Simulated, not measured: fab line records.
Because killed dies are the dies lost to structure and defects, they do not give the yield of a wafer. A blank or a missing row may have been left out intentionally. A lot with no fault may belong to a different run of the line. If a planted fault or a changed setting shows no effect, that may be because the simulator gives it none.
Check of tool commonality || flow nand-harc || Sampled: 13 lots, 39 wafers

== REASON FOR OPENING ==
At NHARC_END_SORT_01 the reading killed-at-other is flagged on 2 of 13 lots. Fault-free wafers read 0.8, with a standard deviation of 1.2.
Rule: a lot is flagged when every wafer of it that has a number lies more than 4 standard deviations from that mean, or none has a number. As for the other lots, they are considered sound.

{"lot": "L981", "measured": "day 20 08:50", "on": "prober-02", "killed-at-other, wafer by wafer": "1 0 0", "flag": ""}
{"lot": "L983", "measured": "day 20 16:23", "on": "prober-01", "killed-at-other, wafer by wafer": "1 0 0", "flag": ""}
{"lot": "L988", "measured": "day 21 01:08", "on": "prober-02", "killed-at-other, wafer by wafer": "0 0 0", "flag": ""}
{"lot": "L986", "measured": "day 21 07:55", "on": "prober-01", "killed-at-other, wafer by wafer": "1 1 1", "flag": ""}
{"lot": "L989", "measured": "day 21 16:46", "on": "prober-02", "killed-at-other, wafer by wafer": "0 1 2", "flag": ""}
{"lot": "L987", "measured": "day 22 00:25", "on": "prober-01", "killed-at-other, wafer by wafer": "3 1 0", "flag": ""}
{"lot": "L992", "measured": "day 22 22:02", "on": "prober-01", "killed-at-other, wafer by wafer": "0 1 0", "flag": ""}
{"lot": "L994", "measured": "day 23 18:58", "on": "prober-01", "killed-at-other, wafer by wafer": "655 646 657", "flag": "FLAGGED"}
{"lot": "L993", "measured": "day 24 01:56", "on": "prober-02", "killed-at-other, wafer by wafer": "647 638 651", "flag": "FLAGGED"}
{"lot": "L997", "measured": "day 24 09:53", "on": "prober-02", "killed-at-other, wafer by wafer": "0 0 0", "flag": ""}
{"lot": "L101", "measured": "day 24 17:35", "on": "prober-02", "killed-at-other, wafer by wafer": "0 0 0", "flag": ""}
{"lot": "L103", "measured": "day 25 01:21", "on": "prober-01", "killed-at-other, wafer by wafer": "2 0 0", "flag": ""}
{"lot": "L102", "measured": "day 25 09:14", "on": "prober-02", "killed-at-other, wafer by wafer": "3 3 3", "flag": ""}
On average the flagged lots read 649.0, which is +648.2 against the usual, or +99 or more standard deviations.

== TOOL THAT RAN EACH LOT ==
The record holds 2 process steps before the reading, out of a route of 1159 steps. Each cell gives the tool, then ch followed by the chambers the sampled wafers passed through, then the start.
{"lot": "L981", "flag": "", "NHARC_THIN_TSV_DEP_47": "pecvd-03 ch 0,1, day 19 11:46", "NHARC_THIN_TSV_PRE_CLEAN_54": "pvd-sputter-02, day 19 14:54"}
{"lot": "L983", "flag": "", "NHARC_THIN_TSV_DEP_47": "pecvd-03 ch 0,2, day 19 10:09", "NHARC_THIN_TSV_PRE_CLEAN_54": "pvd-sputter-01, day 19 13:05"}
{"lot": "L988", "flag": "", "NHARC_THIN_TSV_DEP_47": "pecvd-03 ch 1,2, day 20 00:20", "NHARC_THIN_TSV_PRE_CLEAN_54": "pvd-sputter-02, day 20 03:50"}
{"lot": "L986", "flag": "", "NHARC_THIN_TSV_DEP_47": "pecvd-02 ch 0,1,2, day 20 03:26", "NHARC_THIN_TSV_PRE_CLEAN_54": "pvd-sputter-01, day 20 06:46"}
{"lot": "L989", "flag": "", "NHARC_THIN_TSV_DEP_47": "pecvd-01 ch 0,2, day 21 03:25", "NHARC_THIN_TSV_PRE_CLEAN_54": "pvd-sputter-02, day 21 06:25"}
{"lot": "L987", "flag": "", "NHARC_THIN_TSV_DEP_47": "pecvd-02 ch 0,1, day 21 07:43", "NHARC_THIN_TSV_PRE_CLEAN_54": "pvd-sputter-01, day 21 10:46"}
{"lot": "L992", "flag": "", "NHARC_THIN_TSV_DEP_47": "pecvd-02 ch 1,2, day 22 09:12", "NHARC_THIN_TSV_PRE_CLEAN_54": "pvd-sputter-01, day 22 12:11"}
{"lot": "L994", "flag": "FLAGGED", "NHARC_THIN_TSV_DEP_47": "pecvd-01 ch 0,1, day 23 06:13", "NHARC_THIN_TSV_PRE_CLEAN_54": "pvd-sputter-03, day 23 09:13"}
{"lot": "L993", "flag": "FLAGGED", "NHARC_THIN_TSV_DEP_47": "pecvd-02 ch 0,2, day 23 07:14", "NHARC_THIN_TSV_PRE_CLEAN_54": "pvd-sputter-02, day 23 10:22"}
{"lot": "L997", "flag": "", "NHARC_THIN_TSV_DEP_47": "pecvd-02 ch 0,2, day 23 19:00", "NHARC_THIN_TSV_PRE_CLEAN_54": "pvd-sputter-03, day 23 22:05"}
{"lot": "L101", "flag": "", "NHARC_THIN_TSV_DEP_47": "pecvd-01 ch 0,1,2, day 24 01:52", "NHARC_THIN_TSV_PRE_CLEAN_54": "pvd-sputter-01, day 24 04:53"}
{"lot": "L103", "flag": "", "NHARC_THIN_TSV_DEP_47": "pecvd-01 ch 0,1,2, day 24 02:58", "NHARC_THIN_TSV_PRE_CLEAN_54": "pvd-sputter-03, day 24 05:57"}
{"lot": "L102", "flag": "", "NHARC_THIN_TSV_DEP_47": "pecvd-01 ch 1,2, day 24 18:01", "NHARC_THIN_TSV_PRE_CLEAN_54": "pvd-sputter-03, day 24 20:58"}
What is done by these steps:
- NHARC_THIN_TSV_DEP_47: deposits SiO2, target thk 200 nm.
- NHARC_THIN_TSV_PRE_CLEAN_54: time 30 s.
- NHARC_END_SORT_01

== FLAGGED OVER TOTAL, TOOL BY TOOL (the gauges that took the reading come last) ==
{"step": "NHARC_THIN_TSV_DEP_47", "tool": "pecvd-01", "lots run": 5, "flagged": 1, "share of the flagged lots": "some", "sound lots run after its first flagged lot": "3 (L101,L103,L102)"}
{"step": "NHARC_THIN_TSV_DEP_47", "tool": "pecvd-02", "lots run": 5, "flagged": 1, "share of the flagged lots": "some", "sound lots run after its first flagged lot": "1 (L997)"}
{"step": "NHARC_THIN_TSV_DEP_47", "tool": "pecvd-03", "lots run": 3, "flagged": 0, "share of the flagged lots": "none", "sound lots run after its first flagged lot": "-"}
{"step": "NHARC_THIN_TSV_PRE_CLEAN_54", "tool": "pvd-sputter-01", "lots run": 5, "flagged": 0, "share of the flagged lots": "none", "sound lots run after its first flagged lot": "-"}
{"step": "NHARC_THIN_TSV_PRE_CLEAN_54", "tool": "pvd-sputter-02", "lots run": 4, "flagged": 1, "share of the flagged lots": "some", "sound lots run after its first flagged lot": 0}
{"step": "NHARC_THIN_TSV_PRE_CLEAN_54", "tool": "pvd-sputter-03", "lots run": 4, "flagged": 1, "share of the flagged lots": "some", "sound lots run after its first flagged lot": "3 (L997,L103,L102)"}
{"step": "NHARC_END_SORT_01", "tool": "prober-01", "lots run": 6, "flagged": 1, "share of the flagged lots": "some", "sound lots run after its first flagged lot": "1 (L103)"}
{"step": "NHARC_END_SORT_01", "tool": "prober-02", "lots run": 7, "flagged": 1, "share of the flagged lots": "some", "sound lots run after its first flagged lot": "3 (L997,L101,L102)"}

== WHAT THE TABLE PERMITS ==
No row of the table ran every flagged lot.

== WHAT WAS PUT IN BY THE SIMULATOR ==
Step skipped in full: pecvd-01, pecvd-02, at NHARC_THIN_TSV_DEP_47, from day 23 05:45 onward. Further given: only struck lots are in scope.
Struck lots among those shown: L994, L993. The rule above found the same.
